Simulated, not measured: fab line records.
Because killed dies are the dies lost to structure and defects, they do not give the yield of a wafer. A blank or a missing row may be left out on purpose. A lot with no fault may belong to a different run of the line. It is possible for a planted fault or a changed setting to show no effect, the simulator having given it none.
fab line records + flow n5-finfet + part 2 of 2: steps 5 to 6 of 6
record
- lots=24
- wafers=72
- last-day=17
route steps=1938 shown BEOL_M0@749 BEOL_M1@751
lots untouched by any fault: they come from a run of this same line in which no faults occurred
start-h: hours from the record's first day to the start of the lot's first wafer shown + wait-h: hours from the lot's prior step to this one + " identical to the entry in the row above + L1.1+2: a row that stands for several wafers + - no value, or no start given + * or withheld: withheld + < > ~ a bound
route shown NAME@n: a module of which the file shows steps, and the number in the route of the first + usual: mean/standard deviation of fault-free wafers + same: alike in all rows + chamber/n: place in a boat + sites: readings site by site + _std_site: the standard deviation of these + _edge_site: outer sites' mean less inner sites' + radius-mm: how far each site lies from the wafer's centre + mask NAME#n: copy n + behind: tool/chamber where the wafer was last shaped + hold: what put the lot on hold/how long, in hours/how the hold closed + device: the n, p or np transistor that did not switch + end of line: the tests these same wafers got at the end of their route + a step without rows: its recipe alone + killed: the dies lost at the first sort to structure and to defects; this is not the yield of the wafer + map: shows each die of a wafer: x if killed, . if not, _ if none is there
set.NAME: the setting the step ran with; set.NAME@STEP: the setting that earlier step ran with + model.NAME: the simulator's own value behind a step, which no gauge read
a sample of lots followed through the steps of the route, with each step as a table and each wafer as a row
services: the hour from which a tool's chamber was out of use, counted from the record's first day as start-h (under 0 if before that day), plus the number of hours and why
## steps
# step N5_BEOL_M1_DESCUM_33
# recipe
- chemistry=O2
- time-s=7
- source-power-w=50
- bias-power-w=20
- pressure-mtorr=20
- rf-frequency-hz=2.712e+07
- temp-c=40
- resist=CAR-EUV
- o2-flow-sccm=225
# usual
- drypump-motor-current-A=5.9/0.36
- oes-product-au=0.78/0.083
- rf-vpp-V=243.5/1.3
- showerhead-plenum-p-Torr=2.12/0.078
- throttle-valve-pct=20.48/0.22
| lot.wafer | tool        | chamber | start-h | wait-h | drypump-motor-current-A | oes-product-au | rf-hours-counter-h | rf-vpp-V | showerhead-plenum-p-Torr | throttle-valve-pct |
|-----------|-------------|---------|---------|--------|-------------------------|----------------|--------------------|----------|--------------------------|--------------------|
| L075.2    | rie-diel-06 | 1       | 125.72  | 0.0    | 6.0                     | 0.75           | 130                | 244.8    | 2.22                     | 20.61              |
| L075.4    | "           | 3       | "       | "      | 6.5                     | 0.74           | 186                | 247.0    | 2.19                     | 20.69              |
| L075.5    | "           | 1       | "       | "      | 6.0                     | 0.76           | -                  | 244.6    | 2.22                     | 20.61              |
| L074.1    | rie-diel-02 | 2       | 127.58  | 0.0    | 5.9                     | 0.85           | 58                 | 242.2    | 2.05                     | 20.22              |
| L074.3    | "           | 3       | "       | "      | 5.5                     | 0.68           | 228                | 244.1    | 2.16                     | 20.66              |
| L074.5    | "           | 2       | "       | "      | 5.9                     | 0.86           | -                  | 243.0    | 2.05                     | 20.22              |
| L076.1    | rie-diel-06 | 1       | 133.19  | 0.0    | 6.0                     | 0.74           | 133                | 244.0    | 2.21                     | 20.59              |
| L076.2    | "           | 3       | "       | "      | 6.5                     | 0.73           | 189                | 244.9    | 2.19                     | 20.67              |
| L076.3    | "           | 0       | "       | "      | 5.6                     | 0.76           | 162                | 242.3    | 2.09                     | 20.51              |
| L077.1    | rie-diel-06 | 1       | 140.29  | 0.0    | 6.0                     | 0.74           | 135                | 241.8    | 2.21                     | 20.61              |
| L077.2    | "           | 3       | "       | "      | 6.4                     | 0.72           | 191                | 245.1    | 2.19                     | 20.69              |
| L077.4    | "           | 0       | "       | "      | 5.6                     | 0.77           | 164                | 243.2    | 2.09                     | 20.52              |
| L078.1    | rie-diel-02 | 0       | 149.95  | 0.0    | 5.6                     | 0.72           | 210                | 241.8    | 1.99                     | 20.27              |
| L078.5    | "           | 1       | "       | "      | 6.4                     | 0.96           | -                  | 241.8    | 2.04                     | 20.08              |
| L078.6    | "           | 0       | "       | "      | 5.6                     | 0.71           | -                  | 241.0    | 1.99                     | 20.26              |
| L079.2    | rie-diel-06 | 1       | 154.49  | 0.2    | 6.0                     | 0.74           | 140                | 245.6    | 2.21                     | 20.60              |
| L079.3    | "           | 3       | "       | "      | 6.4                     | 0.73           | 195                | 244.6    | 2.19                     | 20.69              |
| L079.5    | "           | 3       | "       | "      | 6.4                     | 0.73           | -                  | 244.7    | 2.19                     | 20.70              |
| L080.2    | rie-diel-01 | 2       | 156.66  | 0.0    | 5.7                     | 0.75           | 182                | 245.3    | 2.17                     | 20.44              |
| L080.3    | "           | 0       | "       | "      | 5.1                     | 0.91           | 27                 | 241.7    | 2.02                     | 20.24              |
| L080.6    | "           | 2       | "       | "      | 5.6                     | 0.75           | -                  | 244.6    | 2.17                     | 20.42              |
| L081.1    | rie-diel-02 | 0       | 170.28  | 0.2    | 5.6                     | 0.71           | 218                | 240.7    | 1.99                     | 20.29              |
| L081.3    | "           | 1       | "       | "      | 6.4                     | 0.95           | 16                 | 243.2    | 2.04                     | 20.08              |
| L081.6    | "           | 2       | "       | "      | 5.9                     | 0.84           | -                  | 242.1    | 2.04                     | 20.23              |
| L082.1    | rie-diel-06 | 0       | 172.89  | 0.0    | 5.6                     | 0.76           | 173                | 242.7    | 2.09                     | 20.52              |
| L082.3    | "           | 2       | "       | "      | 5.9                     | 0.80           | 98                 | 245.4    | 2.19                     | 20.44              |
| L082.6    | "           | 3       | "       | "      | 6.4                     | 0.73           | -                  | 243.9    | 2.19                     | 20.71              |
| L083.3    | rie-diel-01 | 0       | 173.61  | 0.3    | 5.1                     | 0.90           | 31                 | 242.2    | 2.02                     | 20.24              |
| L083.4    | "           | 3       | "       | "      | 6.2                     | 0.83           | 55                 | 243.5    | 2.21                     | 20.33              |
| L083.6    | "           | 1       | "       | "      | 5.9                     | 0.68           | -                  | 242.4    | 2.05                     | 21.02              |
| L084.1    | rie-diel-01 | 2       | 178.94  | 0.0    | 5.6                     | 0.74           | 189                | 242.4    | 2.17                     | 20.42              |
| L084.5    | "           | 0       | "       | "      | 5.1                     | 0.89           | -                  | 243.1    | 2.02                     | 20.26              |
| L084.6    | "           | 1       | "       | "      | 5.9                     | 0.68           | -                  | 242.5    | 2.05                     | 21.01              |
| L085.1    | rie-diel-06 | 0       | 188.52  | 0.0    | 5.6                     | 0.75           | 177                | 244.7    | 2.09                     | 20.52              |
| L085.4    | "           | 1       | "       | "      | 6.1                     | 0.73           | 149                | 243.4    | 2.21                     | 20.61              |
| L085.6    | "           | 2       | "       | "      | 5.9                     | 0.78           | -                  | 243.7    | 2.19                     | 20.45              |
| L086.1    | rie-diel-06 | 2       | 195.50  | 0.0    | 5.9                     | 0.79           | 106                | 244.7    | 2.19                     | 20.42              |
| L086.4    | "           | 3       | "       | "      | 6.4                     | 0.72           | 209                | 245.1    | 2.18                     | 20.71              |
| L086.5    | "           | 0       | "       | "      | 5.6                     | 0.75           | -                  | 243.5    | 2.09                     | 20.54              |
| L087.1    | rie-diel-02 | 1       | 202.11  | 0.0    | 6.4                     | 0.93           | 27                 | 242.1    | 2.03                     | 20.09              |
| L087.3    | "           | 0       | "       | "      | 5.6                     | 0.71           | 229                | 241.1    | 1.98                     | 20.29              |
| L087.5    | "           | 2       | "       | "      | 5.9                     | 0.83           | -                  | 242.4    | 2.04                     | 20.24              |
| L088.1    | rie-diel-06 | 2       | 203.59  | 0.5    | 5.8                     | 0.78           | 107                | 244.2    | 2.19                     | 20.44              |
| L088.2    | "           | 0       | "       | "      | 5.6                     | 0.76           | 182                | 242.7    | 2.09                     | 20.54              |
| L088.4    | "           | 1       | "       | "      | 6.0                     | 0.73           | 154                | 242.0    | 2.21                     | 20.64              |
| L089.1    | rie-diel-01 | 0       | 211.60  | 0.0    | 5.1                     | 0.87           | 43                 | 243.0    | 2.02                     | 20.27              |
| L089.3    | "           | 1       | "       | "      | 5.9                     | 0.68           | 250                | 243.6    | 2.05                     | 21.02              |
| L089.6    | "           | 1       | "       | "      | 5.9                     | 0.67           | -                  | 241.8    | 2.05                     | 21.01              |
| L090.1    | rie-diel-02 | 2       | 217.24  | 0.1    | 5.9                     | 0.82           | 86                 | 242.0    | 2.04                     | 20.25              |
| L090.4    | "           | 0       | "       | "      | 5.6                     | 0.70           | 235                | 240.5    | 1.98                     | 20.30              |
| L090.6    | "           | 3       | "       | "      | 5.6                     | 0.97           | -                  | 244.9    | 2.15                     | 20.39              |
| L091.4    | rie-diel-02 | 3       | 228.67  | 0.0    | 5.5                     | 0.94           | 5                  | 243.8    | 2.15                     | 20.39              |
| L091.5    | "           | 1       | "       | "      | 6.3                     | 0.90           | -                  | 243.0    | 2.03                     | 20.11              |
| L091.6    | "           | 2       | "       | "      | 6.0                     | 0.81           | -                  | 243.3    | 2.04                     | 20.25              |
| L092.1    | rie-diel-06 | 3       | 235.03  | 0.0    | 6.4                     | 0.71           | 221                | 244.9    | 2.18                     | 20.72              |
| L092.2    | "           | 1       | "       | "      | 6.0                     | 0.72           | 164                | 245.4    | 2.20                     | 20.66              |
| L092.4    | "           | 0       | "       | "      | 5.6                     | 0.74           | 193                | 243.1    | 2.08                     | 20.55              |
| L093.1    | rie-diel-01 | 2       | 238.57  | 0.0    | 5.7                     | 0.74           | 205                | 244.0    | 2.16                     | 20.46              |
| L093.4    | "           | 3       | "       | "      | 6.2                     | 0.81           | 75                 | 243.9    | 2.20                     | 20.37              |
| L093.5    | "           | 0       | "       | "      | 5.1                     | 0.86           | -                  | 242.8    | 2.02                     | 20.29              |
| L094.4    | rie-diel-02 | 0       | 240.25  | 0.0    | 5.6                     | 0.70           | 242                | 241.7    | 1.98                     | 20.32              |
| L094.5    | "           | 2       | "       | "      | 5.9                     | 0.81           | -                  | 243.1    | 2.03                     | 20.27              |
| L094.6    | "           | 1       | "       | "      | 6.4                     | 0.90           | -                  | 243.3    | 2.03                     | 20.11              |
| L095.1    | rie-diel-06 | 1       | 249.99  | 0.0    | 6.0                     | 0.71           | 168                | 244.6    | 2.20                     | 20.64              |
| L095.3    | "           | 2       | "       | "      | 5.9                     | 0.77           | 120                | 244.7    | 2.18                     | 20.46              |
| L095.6    | "           | 1       | "       | "      | 6.0                     | 0.72           | -                  | 244.9    | 2.20                     | 20.66              |
| L096.1    | rie-diel-06 | 2       | 252.82  | 0.0    | 5.9                     | 0.76           | 121                | 246.2    | 2.18                     | 20.47              |
| L096.5    | "           | 2       | "       | "      | 5.9                     | 0.77           | -                  | 246.2    | 2.18                     | 20.47              |
| L096.6    | "           | 3       | "       | "      | 6.4                     | 0.70           | -                  | 244.0    | 2.18                     | 20.73              |
| L097.1    | rie-diel-01 | 1       | 260.63  | 0.0    | 5.9                     | 0.99           | 7                  | 243.2    | 2.05                     | 20.69              |
| L097.2    | "           | 0       | "       | "      | 5.1                     | 0.86           | 59                 | 242.3    | 2.01                     | 20.29              |
| L097.6    | "           | 0       | "       | "      | 5.1                     | 0.85           | -                  | 243.0    | 2.01                     | 20.29              |
# step N5_BEOL_M1_STRIP_36
# recipe
- chemistry=N2/H2
- power-w=450
- temp-c=40
- pressure-mtorr=20
- rf-frequency-hz=6e+07
- overash-fraction=0.3
- bias-power-w=7
- h2-frac=0.5
- n2-flow-sccm=200
- h2-flow-sccm=200
# usual
- drypump-motor-current-A=5.9/0.36
- oes-product-au=0.78/0.086
- rf-vpp-V=59.2/1.3
- showerhead-plenum-p-Torr=2.55/0.096
- throttle-valve-pct=23.6/0.36
| lot.wafer | tool        | chamber | start-h | wait-h | drypump-motor-current-A | oes-product-au | rf-hours-counter-h | rf-vpp-V | showerhead-plenum-p-Torr | throttle-valve-pct |
|-----------|-------------|---------|---------|--------|-------------------------|----------------|--------------------|----------|--------------------------|--------------------|
| L075.2    | rie-diel-01 | 2       | 126.17  | 0.0    | 5.6                     | 0.75           | 173                | 58.3     | 2.65                     | 23.9               |
| L075.4    | "           | 1       | "       | "      | 5.9                     | 0.70           | 225                | 57.8     | 2.52                     | 24.4               |
| L075.5    | "           | 2       | "       | "      | 5.6                     | 0.75           | -                  | 60.2     | 2.65                     | 23.8               |
| L074.1    | rie-diel-02 | 3       | 128.52  | 0.0    | 5.6                     | 0.69           | 228                | 58.7     | 2.61                     | 23.8               |
| L074.3    | "           | 2       | "       | "      | 5.9                     | 0.85           | 58                 | 58.0     | 2.46                     | 23.3               |
| L074.5    | "           | 3       | "       | "      | 5.6                     | 0.69           | -                  | 63.0     | 2.61                     | 23.8               |
| L076.1    | rie-diel-02 | 1       | 138.07  | 0.0    | 6.3                     | 0.99           | 7                  | 61.1     | 2.49                     | 23.2               |
| L076.2    | "           | 2       | "       | "      | 5.9                     | 0.86           | 61                 | 59.4     | 2.46                     | 23.3               |
| L076.3    | "           | 0       | "       | "      | 5.6                     | 0.72           | 206                | 54.8     | 2.40                     | 23.1               |
| L077.1    | rie-diel-01 | 0       | 142.61  | 0.0    | 5.1                     | 0.92           | 22                 | 59.9     | 2.48                     | 23.5               |
| L077.2    | "           | 2       | "       | "      | 5.6                     | 0.72           | 178                | 58.3     | 2.65                     | 23.8               |
| L077.4    | "           | 1       | "       | "      | 5.9                     | 0.67           | 231                | 59.8     | 2.51                     | 24.4               |
| L078.1    | rie-diel-02 | 0       | 153.64  | 0.0    | 5.6                     | 0.72           | 211                | 59.3     | 2.40                     | 23.1               |
| L078.5    | "           | 3       | "       | "      | 5.5                     | 0.68           | -                  | 60.2     | 2.61                     | 23.8               |
| L078.6    | "           | 0       | "       | "      | 5.6                     | 0.72           | -                  | 58.8     | 2.40                     | 23.1               |
| L079.2    | rie-diel-02 | 3       | 165.46  | 0.0    | 5.5                     | 0.69           | 242                | 59.7     | 2.61                     | 23.9               |
| L079.3    | "           | 0       | "       | "      | 5.7                     | 0.71           | 217                | 60.4     | 2.40                     | 23.1               |
| L079.5    | "           | 1       | "       | "      | 6.4                     | 0.97           | -                  | 57.8     | 2.48                     | 23.3               |
| L080.2    | rie-diel-01 | 1       | 170.02  | 0.0    | 5.9                     | 0.67           | 239                | 57.3     | 2.51                     | 24.4               |
| L080.3    | "           | 2       | "       | "      | 5.6                     | 0.74           | 186                | 57.0     | 2.65                     | 23.9               |
| L080.6    | "           | 2       | "       | "      | 5.6                     | 0.74           | -                  | 60.6     | 2.65                     | 23.8               |
| L082.1    | rie-diel-01 | 0       | 173.44  | 0.0    | 5.1                     | 0.90           | 31                 | 58.4     | 2.47                     | 23.5               |
| L082.3    | "           | 3       | "       | "      | 6.2                     | 0.83           | 55                 | 59.3     | 2.69                     | 24.0               |
| L082.6    | "           | 3       | "       | "      | 6.2                     | 0.82           | -                  | 59.2     | 2.69                     | 24.0               |
| L081.1    | rie-diel-02 | 0       | 173.48  | 0.0    | 5.6                     | 0.71           | 219                | 59.8     | 2.40                     | 23.1               |
| L081.3    | "           | 3       | "       | "      | 5.6                     | 0.68           | 244                | 60.1     | 2.61                     | 23.9               |
| L081.6    | "           | 3       | "       | "      | 5.5                     | 0.68           | -                  | 60.2     | 2.61                     | 23.9               |
| L083.3    | rie-diel-06 | 1       | 177.53  | 0.0    | 6.0                     | 0.73           | 147                | 58.6     | 2.64                     | 23.7               |
| L083.4    | "           | 0       | "       | "      | 5.6                     | 0.76           | 174                | 58.7     | 2.52                     | 23.8               |
| L083.6    | "           | 3       | "       | "      | 6.4                     | 0.73           | -                  | 59.3     | 2.60                     | 23.3               |
| L084.1    | rie-diel-01 | 2       | 180.56  | 0.0    | 5.7                     | 0.75           | 189                | 59.5     | 2.65                     | 23.9               |
| L084.5    | "           | 2       | "       | "      | 5.6                     | 0.75           | -                  | 60.3     | 2.65                     | 23.9               |
| L084.6    | "           | 3       | "       | "      | 6.2                     | 0.84           | -                  | 61.2     | 2.69                     | 24.0               |
| L085.1    | rie-diel-06 | 1       | 189.95  | 0.0    | 6.0                     | 0.74           | 150                | 60.7     | 2.64                     | 23.7               |
| L085.4    | "           | 0       | "       | "      | 5.6                     | 0.76           | 178                | 56.7     | 2.52                     | 23.8               |
| L085.6    | "           | 0       | "       | "      | 5.6                     | 0.76           | -                  | 58.9     | 2.52                     | 23.8               |
| L086.1    | rie-diel-02 | 2       | 197.12  | 0.0    | 5.9                     | 0.83           | 79                 | 61.4     | 2.45                     | 23.4               |
| L086.4    | "           | 1       | "       | "      | 6.4                     | 0.92           | -                  | 58.6     | 2.48                     | 23.3               |
| L086.5    | "           | 0       | "       | "      | 5.6                     | 0.71           | -                  | 60.8     | 2.39                     | 23.1               |
| L087.1    | rie-diel-01 | 3       | 203.20  | 0.0    | 6.2                     | 0.82           | 65                 | 61.8     | 2.69                     | 24.0               |
| L087.3    | "           | 2       | "       | "      | 5.6                     | 0.74           | 194                | 58.9     | 2.64                     | 23.8               |
| L087.5    | "           | 2       | "       | "      | 5.6                     | 0.73           | -                  | 59.5     | 2.64                     | 23.9               |
| L088.1    | rie-diel-02 | 2       | 204.05  | 0.0    | 5.9                     | 0.82           | 81                 | 60.7     | 2.45                     | 23.4               |
| L088.2    | "           | 1       | "       | "      | 6.4                     | 0.92           | 27                 | 59.4     | 2.48                     | 23.3               |
| L088.4    | "           | 0       | "       | "      | 5.6                     | 0.70           | -                  | 61.2     | 2.39                     | 23.1               |
| L089.1    | rie-diel-06 | 2       | 221.68  | 0.0    | 5.9                     | 0.78           | 111                | 56.8     | 2.67                     | 23.9               |
| L089.3    | "           | 3       | "       | "      | 6.5                     | 0.72           | 217                | 60.4     | 2.59                     | 23.3               |
| L089.6    | "           | 0       | "       | "      | 5.6                     | 0.75           | -                  | 60.5     | 2.52                     | 23.8               |
| L090.1    | rie-diel-02 | 2       | 221.93  | 0.0    | 5.9                     | 0.82           | 88                 | 59.8     | 2.45                     | 23.4               |
| L090.4    | "           | 0       | "       | "      | 5.6                     | 0.69           | 236                | 56.8     | 2.39                     | 23.1               |
| L090.6    | "           | 3       | "       | "      | 5.5                     | 0.96           | -                  | 59.9     | 2.60                     | 23.7               |
| L091.4    | rie-diel-06 | 0       | 230.29  | 0.0    | 5.6                     | 0.74           | 191                | 58.8     | 2.52                     | 23.8               |
| L091.5    | "           | 0       | "       | "      | 5.6                     | 0.75           | -                  | 57.7     | 2.52                     | 23.8               |
| L091.6    | "           | 1       | "       | "      | 6.1                     | 0.72           | -                  | 59.4     | 2.63                     | 23.7               |
| L092.1    | rie-diel-06 | 1       | 238.33  | 0.0    | 6.0                     | 0.72           | 164                | 60.8     | 2.63                     | 23.7               |
| L092.2    | "           | 2       | "       | "      | 5.9                     | 0.77           | 116                | 59.8     | 2.67                     | 23.9               |
| L092.4    | "           | 0       | "       | "      | 5.6                     | 0.75           | 194                | 57.2     | 2.52                     | 23.8               |
| L093.1    | rie-diel-02 | 2       | 241.17  | 0.0    | 5.9                     | 0.80           | 94                 | 57.7     | 2.45                     | 23.4               |
| L093.4    | "           | 0       | "       | "      | 5.6                     | 0.69           | 242                | 56.6     | 2.39                     | 23.1               |
| L093.5    | "           | 1       | "       | "      | 6.4                     | 0.88           | -                  | 59.7     | 2.47                     | 23.3               |
| L094.4    | rie-diel-02 | 1       | 244.21  | 0.0    | 6.4                     | 0.90           | 41                 | 58.5     | 2.47                     | 23.3               |
| L094.5    | "           | 3       | "       | "      | 5.5                     | 0.93           | -                  | 58.4     | 2.60                     | 23.7               |
| L094.6    | "           | 0       | "       | "      | 5.6                     | 0.70           | -                  | 58.2     | 2.39                     | 23.1               |
| L095.1    | rie-diel-01 | 3       | 254.10  | 0.0    | 6.2                     | 0.81           | 80                 | 58.8     | 2.68                     | 24.1               |
| L095.3    | "           | 2       | "       | "      | 5.6                     | 0.73           | 210                | 57.8     | 2.64                     | 23.9               |
| L095.6    | "           | 3       | "       | "      | 6.3                     | 0.79           | -                  | 57.8     | 2.68                     | 24.0               |
| L096.1    | rie-diel-06 | 2       | 254.19  | 0.0    | 5.9                     | 0.76           | 121                | 60.5     | 2.67                     | 23.9               |
| L096.5    | "           | 2       | "       | "      | 5.9                     | 0.77           | -                  | 59.3     | 2.67                     | 23.9               |
| L096.6    | "           | 3       | "       | "      | 6.4                     | 0.70           | -                  | 60.3     | 2.59                     | 23.3               |
| L097.1    | rie-diel-06 | 2       | 262.29  | 0.0    | 5.9                     | 0.75           | 124                | 59.5     | 2.67                     | 24.0               |
| L097.2    | "           | 1       | "       | "      | 6.0                     | 0.72           | 172                | 60.2     | 2.63                     | 23.8               |
| L097.6    | "           | 3       | "       | "      | 6.4                     | 0.70           | -                  | 59.6     | 2.59                     | 23.3               |
## services
| tool        | chamber | start-h | hours | kind                          |
|-------------|---------|---------|-------|-------------------------------|
| rie-diel-02 | 1       | 111.75  | 17.4  | repair                        |
| pecvd-03    | -       | 134.59  | 1.1   | repair                        |
| rie-diel-01 | 3       | 135.36  | 4.7   | repair                        |
| rie-diel-01 | 0       | 137.90  | 2.9   | repair                        |
| pecvd-03    | 1       | 147.00  | 5.5   | scheduled-down                |
| rie-diel-02 | 1       | 157.42  | 4.3   | repair                        |
| pecvd-03    | 2       | 178.61  | 11.9  | repair                        |
| rie-diel-01 | 1       | 186.73  | 2.2   | repair                        |
| rie-diel-02 | 3       | 191.24  | -     | clean                         |
| rie-diel-02 | 3       | 191.24  | -     | consumable-replace:focus-ring |
| rie-diel-02 | 3       | 191.24  | 21.9  | scheduled-down                |
| rie-diel-02 | 3       | 191.24  | 21.9  | vent-cycle                    |
| pecvd-03    | 2       | 202.38  | -     | clean                         |
| pecvd-03    | 2       | 202.38  | -     | consumable-replace:showerhead |
| rie-diel-01 | 3       | 210.45  | 5.0   | repair                        |
| rie-diel-01 | 1       | 215.71  | -     | clean                         |
| rie-diel-01 | 1       | 215.71  | -     | consumable-replace:focus-ring |
| rie-diel-01 | 1       | 215.71  | 21.0  | scheduled-down                |
| rie-diel-01 | 1       | 215.71  | 21.0  | vent-cycle                    |
| pecvd-03    | 0       | 237.48  | 20.3  | repair                        |
| rie-diel-06 | 0       | 241.54  | 35.5  | repair                        |
| pecvd-02    | -       | 243.66  | 2.5   | repair                        |
| pecvd-02    | -       | 250.95  | 1.2   | repair                        |
| pecvd-04    | 1       | 262.03  | 9.9   | repair                        |
